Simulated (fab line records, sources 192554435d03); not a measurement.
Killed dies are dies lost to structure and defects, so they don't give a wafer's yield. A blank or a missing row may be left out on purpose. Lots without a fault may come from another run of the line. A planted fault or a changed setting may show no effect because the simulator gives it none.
Which tool did it? | flow n5_finfet | 9 lots, 27 wafers sampled, at 6 steps of a route of 1938

WHAT THE GAUGES READ, wafer by wafer
N5_BEOL_M0_RS_MEAS_126: measures by four-point-probe. Usual: M0_RS 0.534 ohm/sq, standard deviation 0.023.
lot  | measured     | on            | M0_RS (ohm/sq)    | flag
L944 | day 5 22:26  | film_metro-01 | 0.544 0.519 0.541 |
L951 | day 8 04:16  | film_metro-01 | 0.504 0.519 0.545 |
L952 | day 8 05:43  | film_metro-01 | 0.553 0.515 0.546 |
L953 | day 8 04:24  | film_metro-02 | 0.533 0.544 0.545 |
L954 | day 8 18:56  | film_metro-01 | 0.545 0.502 0.509 |
L956 | day 9 00:42  | film_metro-01 | 0.533 0.518 0.536 |
L957 | day 9 04:28  | film_metro-01 | 0.509 0.514 0.502 |
L960 | day 10 01:16 | film_metro-01 | 0.545 1.967 0.513 | OFF
L965 | day 11 10:26 | film_metro-01 | 0.545 0.530 0.540 |

N5_BEOL_M0_INSPECT_127: inspects for defects (darkfield). Usual: raw_defect_count 66, standard deviation 20.
lot  | measured     | on                | raw_defect_count | flag
L944 | day 5 22:28  | defect_inspect-02 | 56 42 68         |
L951 | day 8 04:17  | defect_inspect-02 | 67 53 38         |
L952 | day 8 05:45  | defect_inspect-02 | 60 53 55         |
L953 | day 8 04:25  | defect_inspect-01 | 55 50 58         |
L954 | day 8 18:58  | defect_inspect-02 | 60 96 59         |
L956 | day 9 00:44  | defect_inspect-02 | 38 71 71         |
L957 | day 9 04:30  | defect_inspect-02 | 58 48 67         |
L960 | day 10 01:17 | defect_inspect-02 | 47 69 120        |
L965 | day 11 10:27 | defect_inspect-01 | 106 95 70        |

N5_BEOL_M4_RC_MEAS_101. Usual: DIBL_N 37.1 mV/V, standard deviation 2.6; DIBL_P 38 mV/V, standard deviation 3; IOFF_N 0.18 nA/um, standard deviation 0.052; IOFF_P 0.25 nA/um, standard deviation 0.06; ION_N 678 uA/um, standard deviation 15; ION_P 467 uA/um, standard deviation 8.6; SS_N 71.7 mV/dec, standard deviation 0.73; SS_P 73.7 mV/dec, standard deviation 0.89; VT_N 249 mV, standard deviation 4.3; VT_P -248 mV, standard deviation 3.8.
lot  | measured     | on        | DIBL_N (mV/V)  | DIBL_P (mV/V) | IOFF_N (nA/um) | IOFF_P (nA/um) | ION_N (uA/um) | ION_P (uA/um) | SS_N (mV/dec)  | SS_P (mV/dec)  | VT_N (mV)   | VT_P (mV)      | flag
L944 | day 10 15:06 | prober-01 | 33.4 32.1 32.3 | 34 32 33      | 0.13 0.12 0.10 | 0.20 0.16 0.17 | 648 659 648   | 455 458 454   | 72.0 70.9 70.4 | 72.2 71.6 71.5 | 254 253 260 | -247 -252 -251 |
L951 | day 12 01:53 | prober-02 | 37.1 38.0 34.7 | 39 41 37      | 0.18 0.21 0.14 | 0.24 0.29 0.21 | 674 686 667   | 463 476 463   | 72.0 71.8 70.5 | 74.2 74.3 73.3 | 250 249 252 | -248 -247 -247 |
L952 | day 12 21:09 | prober-02 | 40.1 41.5 40.5 | 41 40 39      | 0.23 0.26 0.26 | 0.33 0.32 0.30 | 688 700 686   | 477 475 470   | 71.7 73.2 71.8 | 74.0 74.5 74.3 | 246 243 242 | -242 -243 -246 |
L953 | day 12 19:27 | prober-01 | 39.6 37.3 39.5 | 41 38 40      | 0.20 0.16 0.21 | 0.31 0.21 0.27 | 679 690 693   | 463 469 471   | 72.1 71.5 72.2 | 75.1 73.7 73.5 | 250 252 245 | -246 -249 -247 |
L954 | day 14 00:48 | prober-02 | 35.7 35.8 34.1 | 36 39 35      | 0.15 0.15 0.13 | 0.21 0.27 0.20 | 657 663 658   | 456 469 461   | 70.7 71.8 71.4 | 73.2 73.0 72.5 | 250 251 253 | -249 -248 -252 |
L956 | day 13 12:31 | prober-02 | 36.7 35.2 37.4 | 38 37 39      | 0.18 0.16 0.19 | 0.25 0.24 0.26 | 675 693 671   | 469 476 461   | 71.2 70.9 71.9 | 73.2 74.2 74.3 | 246 249 248 | -249 -247 -249 |
L957 | day 14 11:16 | prober-02 | 36.4 32.7 35.0 | 36 31 33      | 0.15 0.10 0.13 | 0.20 0.17 0.17 | 684 666 664   | 466 463 455   | 71.6 70.4 71.5 | 73.5 72.9 72.6 | 252 257 257 | -252 -253 -254 |
L960 | day 15 06:35 | prober-01 | 38.9 38.1 40.2 | 39 40 41      | 0.21 0.19 0.25 | 0.29 0.34 0.35 | 685 683 692   | 470 478 478   | 72.4 72.1 72.4 | 73.9 73.0 74.0 | 247 246 243 | -243 -242 -241 |
L965 | day 17 18:43 | prober-01 | 43.7 38.2 37.7 | 45 38 37      | 0.34 0.18 0.17 | 0.39 0.24 0.23 | 692 696 677   | 472 478 467   | 73.6 71.0 71.5 | 75.9 73.4 74.3 | 243 249 250 | -243 -248 -248 |

WHICH TOOL RAN EACH LOT (tool, then ch and the chambers of the sampled wafers, then the start)
lot  | N5_BEOL_M0_SAQP_ILD_DEP_01      | N5_BEOL_M0_ANNEAL_119            | N5_BEOL_M0_CO_CAP_123
L944 | pecvd-01 ch 1,2, day 5 10:00    | rtp_anneal-01 ch 0, day 5 21:35  | cvd_co-01 ch 0,2, day 5 22:13
L951 | pecvd-04 ch 1,2, day 7 10:44    | rtp_anneal-02 ch 0, day 8 03:25  | cvd_co-02 ch 0,1,2, day 8 04:05
L952 | pecvd-04 ch 1,2, day 7 13:44    | rtp_anneal-01 ch 0, day 8 04:55  | cvd_co-02 ch 0,1,2, day 8 05:32
L953 | pecvd-01 ch 0,1,2, day 7 17:07  | rtp_anneal-01 ch 0, day 8 03:35  | cvd_co-01 ch 0,1,2, day 8 04:13
L954 | pecvd-03 ch 0,1,2, day 7 21:01  | rtp_anneal-02 ch 0, day 8 18:07  | cvd_co-02 ch 1,2, day 8 18:45
L956 | pecvd-01 ch 0,1,2, day 8 09:06  | rtp_anneal-01 ch 0, day 8 23:11  | cvd_co-02 ch 0,1, day 9 00:31
L957 | pecvd-01 ch 1,2, day 8 14:43    | rtp_anneal-01 ch 0, day 9 03:23  | cvd_co-01 ch 0,1, day 9 04:15
L960 | pecvd-01 ch 1,2, day 9 04:38    | rtp_anneal-01 ch 0, day 10 00:24 | cvd_co-01 ch 0,1,2, day 10 01:05
L965 | pecvd-04 ch 0,1,2, day 10 17:40 | rtp_anneal-02 ch 0, day 11 09:36 | cvd_co-02 ch 0,1, day 11 10:14
- N5_BEOL_M0_SAQP_ILD_DEP_01: deposits SiOC from DEMS/O2, target thk 45.419 nm, time 8.7 s.
- N5_BEOL_M0_ANNEAL_119: time 90 s.
- N5_BEOL_M0_CO_CAP_123: material Co, precursor CCTBA/H2, target thk 2 nm, time 102.1 s.

WHAT THE TOOLS THEMSELVES READ (means of the sampled wafers that have a number; where no wafer has one, the mark that the record gives instead)
N5_BEOL_M0_SAQP_ILD_DEP_01. Usual: heater_power_w 520 W, standard deviation 51; showerhead_plenum_p_Torr 5.690 Torr, standard deviation 0.017; susceptor_temp_C 349.97 C, standard deviation 0.19; throttle_valve_pct 12.0 %, standard deviation 0.82.
lot  | tool     | heater_power_w (W) | showerhead_plenum_p_Torr (Torr) | susceptor_temp_C (C) | throttle_valve_pct (%) | flag
L944 | pecvd-01 | 581                | 5.670                           | 350.07               | 11.5                   |
L951 | pecvd-04 | 488                | 5.697                           | 350.04               | 12.5                   |
L952 | pecvd-04 | 450                | 5.696                           | 350.06               | 11.9                   |
L953 | pecvd-01 | 558                | 5.683                           | 350.14               | 12.1                   |
L954 | pecvd-03 | 515                | 5.685                           | 350.02               | 11.8                   |
L956 | pecvd-01 | 530                | 5.682                           | 350.05               | 12.0                   |
L957 | pecvd-01 | 551                | 5.693                           | 350.10               | 12.0                   |
L960 | pecvd-01 | 569                | 5.701                           | 349.75               | 11.8                   |
L965 | pecvd-04 | 518                | 5.699                           | 349.94               | 12.1                   |

N5_BEOL_M0_ANNEAL_119. Usual: wafer_temp_C_max 225.93, standard deviation 0.22.
lot  | tool          | wafer_temp_C_max | flag
L944 | rtp_anneal-01 | 225.92           |
L951 | rtp_anneal-02 | 226.01           |
L952 | rtp_anneal-01 | 225.80           |
L953 | rtp_anneal-01 | 226.12           |
L954 | rtp_anneal-02 | 225.83           |
L956 | rtp_anneal-01 | 225.74           |
L957 | rtp_anneal-01 | 225.90           |
L960 | rtp_anneal-01 | 225.90           |
L965 | rtp_anneal-02 | 225.81           |

N5_BEOL_M0_CO_CAP_123. Usual: heater_power_w 250 W, standard deviation 29; susceptor_temp_C 199.98 C, standard deviation 0.15.
lot  | tool      | heater_power_w (W) | susceptor_temp_C (C) | flag
L944 | cvd_co-01 | 218                | 199.99               |
L951 | cvd_co-02 | 271                | 199.84               |
L952 | cvd_co-02 | 266                | 199.98               |
L953 | cvd_co-01 | 231                | 200.13               |
L954 | cvd_co-02 | 292                | 199.92               |
L956 | cvd_co-02 | 277                | 199.93               |
L957 | cvd_co-01 | 238                | 200.07               |
L960 | cvd_co-01 | 231                | 200.13               |
L965 | cvd_co-02 | 261                | 200.03               |

THE ANSWER, worked out from the rows above alone
Rule: a lot is off if the mean of its wafers that have a number lies more than 3 standard deviations from the usual mean. A lot without any number at a reading at which 4 lots or more have one is off too. The other lots that the step has rows for count as sound. The gauges are gone through in route order, then the tools' own readings, and for those a lot's mean is taken as printed above. The first step at which some lot is off is used, and at that step the reading that is off furthest; a lot without a number counts as furthest.
Off: L960, at N5_BEOL_M0_RS_MEAS_126 (M0_RS).
A tool fits if, at a process step before that reading, it ran every lot that is off, and no sound lot after the first of them. The gauges at N5_BEOL_M0_RS_MEAS_126 are tried like those tools. Can't be told from this: 3 tools fit, pecvd-01 at N5_BEOL_M0_SAQP_ILD_DEP_01, rtp_anneal-01 at N5_BEOL_M0_ANNEAL_119, cvd_co-01 at N5_BEOL_M0_CO_CAP_123.

WHAT THE SIMULATOR HAD PUT IN
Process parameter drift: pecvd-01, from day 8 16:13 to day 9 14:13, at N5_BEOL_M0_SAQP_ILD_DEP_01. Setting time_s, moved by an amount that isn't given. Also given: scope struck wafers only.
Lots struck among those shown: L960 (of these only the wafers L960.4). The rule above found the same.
